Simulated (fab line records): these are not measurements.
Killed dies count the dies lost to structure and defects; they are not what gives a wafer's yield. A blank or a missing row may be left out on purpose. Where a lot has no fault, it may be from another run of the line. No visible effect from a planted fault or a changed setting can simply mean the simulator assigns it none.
Which tool is to blame? -- flow nand_harc -- 13 lots, 39 wafers sampled, at 6 steps of a route of 1159

WHAT THE GAUGES READ, wafer by wafer
NHARC_A_ONON_D1_THK_MEAS_05: measures by ellipsometry.
lot,measured,on,thk_nm (nm)
L199,day 7 06:37,film_metro-02,990 989 991
L201,day 8 07:31,film_metro-02,1000 1001 1001
L207,day 9 10:04,film_metro-01,993 993 993
L208,day 9 23:02,film_metro-01,1002 1001 1000
L213,day 11 07:43,film_metro-02,1009 1010 1009
L214,day 11 07:43,film_metro-01,1007 1006 1006
L215,day 11 15:00,film_metro-01,981 981 979
L216,day 11 15:00,film_metro-02,1000 1002 1002
L218,day 12 00:34,film_metro-01,992 992 993
L219,day 12 07:04,film_metro-01,1009 1010 1009
L221,day 12 18:04,film_metro-01,1013 1014 1015
L220,day 12 18:04,film_metro-02,1009 1012 1009
L222,day 13 21:45,film_metro-02,989 989 989

NHARC_A_ONON_D1_THK_MEAS_11: measures by ellipsometry.
lot,measured,on,thk_nm (nm)
L199,day 7 07:45,film_metro-02,990 991 991
L201,day 8 08:38,film_metro-01,1013 1011 1012
L207,day 9 11:11,film_metro-01,712 712 710
L208,day 10 00:10,film_metro-02,696 699 695
L213,day 11 08:51,film_metro-02,1023 1022 1025
L214,day 11 08:51,film_metro-01,995 996 995
L215,day 11 16:24,film_metro-01,1007 1006 1007
L216,day 11 16:08,film_metro-01,1003 1002 1003
L218,day 12 01:43,film_metro-02,986 984 985
L219,day 12 08:12,film_metro-01,990 992 990
L221,day 12 19:13,film_metro-02,1004 1006 1007
L220,day 12 19:13,film_metro-01,1019 1017 1020
L222,day 13 22:53,film_metro-02,994 992 995

NHARC_END_SORT_01.
lot,measured,on,killed_at_array,killed_at_other,killed_at_periphery,killed_dies,killed_open,killed_short
L207,day 21 15:29,prober-02,672 671 676,1 0 0,4 6 1,677 677 677,4 4 2,4 4 1
L208,day 22 07:00,prober-01,675 671 675,0 0 0,2 6 2,677 677 677,2 2 4,3 1 1

TOOL THAT RAN EACH LOT (tool first, then ch and the chambers of the sampled wafers, then the start)
lot,NHARC_A_ZERO_WELL_ETCH_13,NHARC_A_ONON_D1_DEP_09,NHARC_A_CHANNEL_HOLE_D1_DEP_00
L199,"rie_si-05 ch 0,1,3, day 6 07:55","pecvd_onon-04 ch 0, day 7 07:15","acl_dep-01 ch 0, day 7 22:02"
L201,"rie_si-06 ch 0,2,3, day 7 09:02","pecvd_onon-01 ch 0, day 8 08:15","acl_dep-01 ch 0, day 8 23:40"
L207,"rie_si-01 ch 2,3, day 8 11:14","pecvd_onon-04 ch 0, day 9 10:41",-
L208,"rie_si-06 ch 2,3, day 9 00:20","pecvd_onon-04 ch 0, day 9 23:40",-
L213,"rie_si-01 ch 0,1,3, day 10 09:08","pecvd_onon-01 ch 0, day 11 08:28","acl_dep-02 ch 0, day 11 21:09"
L214,"rie_si-06 ch 1,2,3, day 10 09:44","pecvd_onon-02 ch 0, day 11 08:20","acl_dep-01 ch 0, day 11 19:40"
L215,"rie_si-01 ch 0,2,3, day 10 14:23","pecvd_onon-01 ch 0, day 11 15:54","acl_dep-01 ch 0, day 12 03:45"
L216,"rie_si-06 ch 0,1, day 10 16:55","pecvd_onon-02 ch 0, day 11 15:44","acl_dep-02 ch 0, day 12 03:23"
L218,"rie_si-01 ch 2,3, day 11 01:53","pecvd_onon-02 ch 0, day 12 01:16","acl_dep-02 ch 0, day 12 13:51"
L219,"rie_si-05 ch 2,3, day 11 08:09","pecvd_onon-02 ch 0, day 12 07:41","acl_dep-02 ch 0, day 12 21:30"
L221,"rie_si-06 ch 0,2, day 11 19:32","pecvd_onon-01 ch 0, day 12 18:42","acl_dep-03 ch 0, day 13 12:38"
L220,"rie_si-01 ch 0,1,3, day 11 20:10","pecvd_onon-02 ch 0, day 12 18:45","acl_dep-02 ch 0, day 13 12:43"
L222,"rie_si-01 ch 0,1,3, day 12 22:01","pecvd_onon-02 ch 0, day 13 22:22","acl_dep-01 ch 0, day 14 09:25"
- NHARC_A_ZERO_WELL_ETCH_13: etches the open film in HBr/Cl2, target depth 120 nm, time 40.1 s.
- NHARC_A_ONON_D1_DEP_09: target thk 1000 nm.
- NHARC_A_CHANNEL_HOLE_D1_DEP_00: deposits aC, target thk 3100 nm.

WHAT THE TOOLS THEMSELVES READ (means of the sampled wafers that have a number; where no wafer has one, the mark that the record gives instead)
NHARC_A_ZERO_WELL_ETCH_13.
lot,tool,drypump_motor_current_A (A),oes_product_au (a.u.),throttle_valve_pct (%)
L199,rie_si-05,5.8,1.000,26.401
L201,rie_si-06,5.6,0.997,26.407
L207,rie_si-01,5.5,1.009,26.398
L208,rie_si-06,5.5,1.006,26.403
L213,rie_si-01,5.6,1.010,26.414
L214,rie_si-06,6.0,1.006,26.412
L215,rie_si-01,5.7,1.007,26.409
L216,rie_si-06,5.9,1.006,26.403
L218,rie_si-01,5.7,1.003,26.410
L219,rie_si-05,5.6,1.006,26.406
L221,rie_si-06,5.4,1.000,26.402
L220,rie_si-01,5.6,1.016,26.405
L222,rie_si-01,5.6,1.012,26.406

NHARC_A_ONON_D1_DEP_09.
lot,tool,susceptor_temp_C (C)
L199,pecvd_onon-04,399.90
L201,pecvd_onon-01,400.02
L207,pecvd_onon-04,399.91
L208,pecvd_onon-04,400.20
L213,pecvd_onon-01,399.78
L214,pecvd_onon-02,400.03
L215,pecvd_onon-01,399.84
L216,pecvd_onon-02,400.21
L218,pecvd_onon-02,400.02
L219,pecvd_onon-02,399.95
L221,pecvd_onon-01,399.96
L220,pecvd_onon-02,400.10
L222,pecvd_onon-02,399.66

NHARC_A_CHANNEL_HOLE_D1_DEP_00.
lot,tool,susceptor_temp_C (C),throttle_valve_pct (%)
L199,acl_dep-01,400.10,35.006
L201,acl_dep-01,399.85,34.998
L213,acl_dep-02,399.55,34.995
L214,acl_dep-01,400.01,35.004
L215,acl_dep-01,399.84,35.008
L216,acl_dep-02,399.99,35.003
L218,acl_dep-02,400.03,35.000
L219,acl_dep-02,399.81,35.005
L221,acl_dep-03,-,34.999
L220,acl_dep-02,399.78,35.003
L222,acl_dep-01,400.28,35.003

THE ANSWER, worked out from the rows above alone
Rule: what is usual is taken from the lots themselves. The widest of any qualifying gaps counts: lots, ordered by their means at a reading, are off when they make up no more than a third of the lots, leave a main group of 4 or more, and stand apart from it by 3 or more times the standard deviation of that group's means. If all means in a main group match to the digits the tables above print for the reading, that group is not used. A lot without any number at a reading at which 4 lots or more have one is off too. All remaining lots with rows at the step are treated as sound. The gauges are gone through in route order, then the tools' own readings, and for those a lot's mean is taken as printed above. At the first step where some lot is off, the reading lying furthest off is the one used; lots without a number count as furthest.
Off at NHARC_A_ONON_D1_THK_MEAS_11 (thk_nm): L207, L208. The main group has a mean of 1002 nm with a standard deviation of 12.
A tool fits if, at a process step before that reading, it ran every lot that is off, and no sound lot after the first of them. The gauges at NHARC_A_ONON_D1_THK_MEAS_11 are tried like those tools. One fits: NHARC_A_ONON_D1_DEP_09 on pecvd_onon-04. A fault onset in the window from L199 (day 7 07:15, its last sound lot) to L207 (day 9 10:41, its first lot off) fits.

WHAT HAD BEEN PUT IN BY THE SIMULATOR
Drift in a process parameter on pecvd_onon-04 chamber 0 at NHARC_A_ONON_D1_DEP_09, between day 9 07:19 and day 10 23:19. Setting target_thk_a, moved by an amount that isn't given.
Lots struck among those shown: L207, L208. The rule above found the same.
